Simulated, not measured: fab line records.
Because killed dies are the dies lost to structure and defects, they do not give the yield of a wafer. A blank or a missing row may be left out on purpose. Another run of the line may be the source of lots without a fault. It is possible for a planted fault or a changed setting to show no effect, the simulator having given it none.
Split-lot experiment	flow n5-finfet	7 lots, 21 wafers read, on a route of 1938 steps

SPLIT DETAILS
At N5_BEOL_M1_EXPOSE_08 (exposes mask M1), the setting dose-mj was moved away from the recipe's 33 on 5 of the 21 wafers read, by -7.1% to -4.3%. This setting was run at the recipe's value on the other wafers.

FROM THE SPLIT TO THE READING: what the file shows between them, 11 steps
- N5_BEOL_M1_PEB_09: peb time 60 s
- N5_BEOL_M1_DEVELOP_10: develop time 30 s
- N5_BEOL_M1_CD_MEAS_11: target cd 17.05 nm
- N5_BEOL_M1_DESCUM_16: chemistry O2, time 7 s
- N5_BEOL_M1_ETCH_74: etches underlayer in N2/H2, target depth 6.5 nm, time 5.2 s
- N5_BEOL_M1_ETCH_64: etches SOC in N2/H2, target depth 75 nm, overetch 15 nm, time 112.5 s (also split here: source-w)
- N5_BEOL_M1_STRIP_65: strips in N2/H2
- N5_BEOL_M1_STRIP_75: strips in N2/H2
- N5_BEOL_M1_STRIP_66: strips in CF4
- N5_BEOL_M1_HM_OPEN_17: chemistry Cl2/BCl3, target TiN, target depth 20 nm, overetch 6 nm
- N5_BEOL_M1_STRIP_19: strips in O2

THE READING
cd-nm, in nm, at N5_BEOL_M1_CD_MEAS_18 (pitch 36 nm, target cd 18 nm). Fault-free wafers of this fab line usually give 18.0 nm, standard deviation 0.31 nm.

wafer	tool, chamber at the split	dose-mj as run	against the recipe	cd-nm, nm	against lot-mates on the recipe
L076.2	euv-scanner-01, 0	30.94	-6.2%	16.9	-1.3
L076.3	euv-scanner-01, 0	33	recipe	18.0	-
L076.4	euv-scanner-01, 0	33	recipe	18.4	-
L078.2	euv-scanner-01, 0	33	recipe	18.5	-
L078.3	euv-scanner-01, 0	33	recipe	17.8	-
L078.5	euv-scanner-01, 0	33	recipe	18.3	-
L080.1	euv-scanner-01, 0	33	recipe	18.4	-
L080.2	euv-scanner-01, 0	30.65	-7.1%	16.7	-1.4
L080.3	euv-scanner-01, 0	33	recipe	17.8	-
L083.1	euv-scanner-02, 0	33	recipe	17.7	-
L083.3	euv-scanner-02, 0	31.06	-5.9%	16.2	-1.5
L083.6	euv-scanner-02, 0	33	recipe	17.7	-
L084.2	euv-scanner-01, 0	33	recipe	17.9	-
L084.3	euv-scanner-01, 0	31.59	-4.3%	17.1	-0.8
L084.4	euv-scanner-01, 0	31.59	-4.3%	16.9	-1.0
L086.2	euv-scanner-02, 0	33	recipe	17.6	-
L086.4	euv-scanner-02, 0	33	recipe	17.1	-
L086.6	euv-scanner-02, 0	33	recipe	17.8	-
L097.3	euv-scanner-02, 0	33	recipe	18.5	-
L097.5	euv-scanner-02, 0	33	recipe	17.9	-
L097.6	euv-scanner-02, 0	33	recipe	18.2	-

FIT RESULTS
A straight line over all 21 wafers: cd-nm changes by +0.214 nm for each +1% of dose-mj; r = +0.83; the points scatter about the line by 0.37 nm.
The same after taking each lot's own level away (the mean of its wafers on the recipe; 21 wafers): +0.215 nm for each +1%; r = +0.92; scatter 0.24 nm.
The reading moves by 1.5 nm for the largest change in dose-mj, on that fit.
Across the lots, their own levels run from 17.50 to 18.20 nm, a range of 2.3 times the standard deviation given above.
The two slopes are in agreement: the lot-to-lot level therefore moves the slope only a little.
Check: -1.59 nm against its lot-mates is what the line predicts for one of the wafers moved furthest among these (-7.1%) when that wafer is left out of the fit. It came out at -1.4 nm against them.

FURTHER SPLITS ON THESE WAFERS
Before the reading, these wafers also passed through other splits. Each is held against what the fit with the lots' levels taken away leaves over:
other split on the same wafers	wafers away from the commonest value	r with cd-nm (lot level and that fit taken away)
N5_BEOL_M0_SAQP_PECVD_97 time-s	7	-0.07
N5_BEOL_M1_ETCH_64 source-w	9	+0.44

THE WHOLE CHAIN: every reading that the file lists as answering this split, in the file's order
step	what it does	reading	change (the file's fit)	r (the file's)
N5_BEOL_M1_CD_MEAS_11	target cd 17.05 nm	cd-nm	+0.207 nm for each +1% of the setting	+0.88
N5_BEOL_M1_ETCH_74	etches underlayer in N2/H2, target depth 6.5 nm, time 5.2 s	BEOL_M1.cd-offset-nm (the simulator's own value, which no gauge read)	+0.219 nm for each +1% of the setting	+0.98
N5_BEOL_M1_ETCH_64	etches SOC in N2/H2, target depth 75 nm, overetch 15 nm, time 112.5 s	BEOL_M1.cd-offset-nm (the simulator's own value, which no gauge read)	+0.198 nm for each +1% of the setting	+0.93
N5_BEOL_M1_HM_OPEN_17	chemistry Cl2/BCl3, target TiN, target depth 20 nm, overetch 6 nm	BEOL_M1.cd-offset-nm (the simulator's own value, which no gauge read)	+0.208 nm for each +1% of the setting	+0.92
N5_BEOL_M1_CD_MEAS_18	pitch 36 nm, target cd 18 nm	cd-nm	+0.209 nm for each +1% of the setting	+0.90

THE FILE'S OWN FIT
cd-nm changes by +0.209 nm for each +1% of dose-mj, r = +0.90.
